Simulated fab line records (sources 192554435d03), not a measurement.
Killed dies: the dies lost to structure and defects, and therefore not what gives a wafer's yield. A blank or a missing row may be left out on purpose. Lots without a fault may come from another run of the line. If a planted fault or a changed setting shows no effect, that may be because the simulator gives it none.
A lot that was struck, set against a sound lot + flow n5-finfet + 16 steps out of a route of 1938
Sound: wafers L162.1, L162.3, L162.6. Struck: wafer L169.4; the same lot's L169.3 was not struck, so it is left out; see the end for the cause.
Order at every step that has rows: each side's tool, ch and its chambers, its first start. Under that, the readings that differ: sound wafers + struck wafers + difference of the means + sigmas: that difference in standard deviations of wafers without a fault.
alike: readings with means less than 2 such deviations apart, plus words and numbers identical on both sides. not compared: withheld readings, readings lacking a value on some wafer, bounds such as >300 that could conceal the same value, and numbers that have no deviation in the record and whose values overlap.
Wherever a step has rows on one side only, a row that says differs or no value, or a row with sigmas, the two part there. Numbers that have no deviation but don't overlap get no sigmas and don't part them. Lack of a reading on every wafer of one side parts them only where that side has two or more wafers.

N5_GATE_CUT_ETCH_19: etches SiNx in CH3F/O2, target depth 53.7 nm, time 76.7 s.
  sound on rie-diel-04 ch 2,3, day 6 13:41; struck on rie-diel-02 ch 2, day 8 08:28
  alike: drypump-motor-current-A, etch-rf-on-time-s, oes-product-au, rf-vpp-V, showerhead-plenum-p-Torr, throttle-valve-pct
  not compared: rf-hours-counter-h
N5_GATE_CUT_CUT_ETCH_53: etches W in SF6/Cl2, target depth 79.2 nm.
  sound on rie-metal-01 ch 0,1, day 6 13:49; struck on rie-metal-03 ch 1, day 8 08:35
  alike: drypump-motor-current-A, etch-rf-on-time-s, oes-product-au, throttle-valve-pct
  not compared: rf-hours-counter-h
N5_GATE_CUT_CUT_ETCH_54: etches TiN in Cl2/BCl3, target depth 96.7 nm.
  sound on rie-metal-01 ch 0,1, day 6 13:52; struck on rie-metal-03 ch 1, day 8 08:39
  alike: drypump-motor-current-A, etch-rf-on-time-s, oes-product-au, throttle-valve-pct
  not compared: rf-hours-counter-h
then, 4 steps without rows for these wafers: N5_GATE_CUT_CUT_ETCH_55 (etches HfO2 in BCl3, target depth 3.2 nm); N5_GATE_CUT_ETCH_47 (etches SiO2 in Cl2/BCl3, target depth 10 nm); N5_GATE_CUT_VAPOR_ETCH_48 (etches TiN in BCl3/Cl2); N5_GATE_CUT_VAPOR_ETCH_49 (etches TiAlC in BCl3/Cl2).
N5_GATE_CUT_VAPOR_ETCH_51: etches HfO2 in BCl3/Cl2.
  sound on rie-metal-01 ch 0,1, day 6 14:03; struck on rie-metal-03 ch 1, day 8 08:49
  alike: drypump-motor-current-A, oes-product-au
then, 3 steps without rows for these wafers: N5_GATE_CUT_STRIP_21 (strips in N2/H2, time 30 s); N5_GATE_CUT_STRIP_29 (strips in post etch residue remover, time 60 s); N5_GATE_CUT_SRD_52 (time 30 s).
N5_GATE_CUT_ALD_22: deposits SiNx, target thk 16 nm, pulse time 1 s, ald cycles 320.
  sound on ald-sin-04 ch 0,2,3, day 6 14:15; struck on ald-sin-04 ch 0, day 8 09:01
  alike: heater-power-w, precursor-pulse-height-rel
N5_GATE_CUT_CMP_23: polishes, stops on SiO2, t overpolish 23.4 s, target thk 16 nm.
  sound on cmp-01 ch 1,2,3, day 6 15:47; struck on cmp-03 ch 3, day 8 10:35
| reading                                   | sound          | struck | difference | sigmas |
|-------------------------------------------|----------------|--------|------------|--------|
| time-to-endpoint-s (s)                    | 21.6 19.4 21.6 | 11.5   | -9.4       | -5     |
| model.SiNx_of_GATE_CUT_ALD_22.thk-nm (nm) | 16 16 16       | 14.4   | -1.6       |        |
  alike: motor-current-A, overpolish-run-s, retaining-ring-pressure-frac
N5_GATE_CUT_THK_MEAS_24:
  sound on film-metro-01 at day 6 16:02; struck on film-metro-02 at day 8 10:48
  alike: GC_FILL_THK
-- a jump in the record: the struck wafers' starts before and after are 4 days apart (it breaks off in module GATE_CUT and resumes in module BEOL_M4, where the first step shown is number 1111 of the route) --
N5_BEOL_M4_RC_MEAS_101:
  sound on prober-01 ch 0, day 11 07:55; struck on prober-02 ch 0, day 12 21:01
  alike: DIBL_N, DIBL_P, IOFF_N, IOFF_P, ION_N, ION_P, SS_N, SS_P, VT_N, VT_P
next, for these wafers, 1 step has no rows: N5_PASSIVATION_PROBE_49.

== WHERE THEY PART ==
Within this record, at N5_GATE_CUT_CMP_23 only. Later steps at which nothing parts them and some readings are alike: N5_GATE_CUT_THK_MEAS_24, N5_BEOL_M4_RC_MEAS_101.

WHY: the cause the simulator had injected
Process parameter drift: cmp-03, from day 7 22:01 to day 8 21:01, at N5_GATE_CUT_CMP_23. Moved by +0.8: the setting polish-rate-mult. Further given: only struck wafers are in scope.
